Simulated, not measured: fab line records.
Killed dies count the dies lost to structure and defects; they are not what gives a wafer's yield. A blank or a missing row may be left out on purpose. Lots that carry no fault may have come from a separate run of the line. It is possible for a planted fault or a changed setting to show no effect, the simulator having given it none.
Matching of chambers :: flow n5 finfet :: N5_FIN_SAQP_SPACER1_ETCHBACK_25 on rie diel-05 has 4 sister chambers
The step etches SiO2 in CHF3/O2, target depth 24.4 nm, time 12.2 s. 4 wafers are shown with their chamber, then 8 later ones without.

== WAFERS WITH THEIR CHAMBER ==
wafer: L082.1
chamber: 1
rf vpp V (V): 522

wafer: L086.3
chamber: 0
rf vpp V (V): 533

wafer: L087.5
chamber: 2
rf vpp V (V): 526

wafer: L091.1
chamber: 3
rf vpp V (V): 513

== WAFERS WHOSE CHAMBER IS MISSING ==
wafer: L091.3
rf vpp V (V): 524

wafer: L091.5
rf vpp V (V): 523

wafer: L092.1
rf vpp V (V): 524

wafer: L092.2
rf vpp V (V): 515

wafer: L092.6
rf vpp V (V): 526

wafer: L097.2
rf vpp V (V): 533

wafer: L097.3
rf vpp V (V): 523

wafer: L097.6
rf vpp V (V): 523

== CHAMBER TAKEN BY EACH ==
wafer: L091.3
from the rows above: can't be placed: 1 or 2
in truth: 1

wafer: L091.5
from the rows above: can't be placed: 1 or 2
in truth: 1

wafer: L092.1
from the rows above: can't be placed: 1 or 2
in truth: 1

wafer: L092.2
from the rows above: 3
in truth: 3

wafer: L092.6
from the rows above: 2
in truth: 2

wafer: L097.2
from the rows above: 0
in truth: 0

wafer: L097.3
from the rows above: can't be placed: 1 or 2
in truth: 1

wafer: L097.6
from the rows above: can't be placed: 1 or 2
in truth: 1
Correct placement for 3 of the 8. From these rows, 5 cannot be placed; in 5 the true chamber is one of the candidates. Placed wrongly: 0.
How it was worked out, from the rows above alone: a wafer's distance from a chamber is the root of the sum, over the readings, of the square of ((its reading less the chamber's mean) divided by the reading's scatter). The wafer belongs to the nearest chamber; if the next one is less than 2 further off, it can't be placed. The mean given for a chamber averages the wafers shown for that chamber. The scatter: with one shown wafer a chamber, the root of the mean of the squares of how far each hidden wafer lies from its nearest shown one.
